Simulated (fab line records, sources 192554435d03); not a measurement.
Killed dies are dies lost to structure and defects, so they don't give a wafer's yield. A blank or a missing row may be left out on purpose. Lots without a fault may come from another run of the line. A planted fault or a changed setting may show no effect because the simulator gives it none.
Chamber matching | flow n5_finfet | N5_BEOL_M6_CMP_52 on cmp-01: 4 sister chambers
The step polishes, stops on SiCOH lowk, t overpolish 6.9 s, target thk 80 nm. 4 wafers are shown with their chamber, then 9 later ones without.

WAFERS WITH THEIR CHAMBER
wafer  | chamber | barrier_field_endpoint_s (s)
L086.2 | 2       | 28.9
L086.5 | 3       | 29.1
L088.4 | 1       | 29.4
L088.5 | 0       | 31.3

WAFERS WITHOUT THEIR CHAMBER
wafer  | barrier_field_endpoint_s (s)
L090.3 | 29.6
L090.4 | 29.6
L090.6 | 29.3
L089.1 | 29.2
L089.5 | 29.4
L089.6 | 30.2
L092.1 | 28.7
L092.3 | 28.7
L092.4 | 29.4

WHICH CHAMBER EACH WENT THROUGH
wafer  | from the rows above               | in truth
L090.3 | can't be placed: 1 or 3 or 2      | 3
L090.4 | can't be placed: 1 or 3 or 2      | 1
L090.6 | can't be placed: 1 or 3 or 2      | 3
L089.1 | can't be placed: 3 or 1 or 2      | 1
L089.5 | can't be placed: 1 or 3 or 2      | 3
L089.6 | can't be placed: 1 or 3 or 0 or 2 | 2
L092.1 | can't be placed: 2 or 3 or 1      | 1
L092.3 | can't be placed: 2 or 3 or 1      | 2
L092.4 | can't be placed: 1 or 3 or 2      | 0
Placed correctly: 0 of 9. Can't be placed from these rows: 9 (the true chamber is among the candidates in 8). Placed wrongly: 0.
How it was worked out, from the rows above alone: a wafer's distance from a chamber is the root of the sum, over the readings, of the square of ((its reading less the chamber's mean) divided by the reading's scatter). The wafer belongs to the nearest chamber; if the next one is less than 2 further off, it can't be placed. A chamber's mean is the mean of its shown wafers. The scatter: with one shown wafer a chamber, the root of the mean of the squares of how far each hidden wafer lies from its nearest shown one.
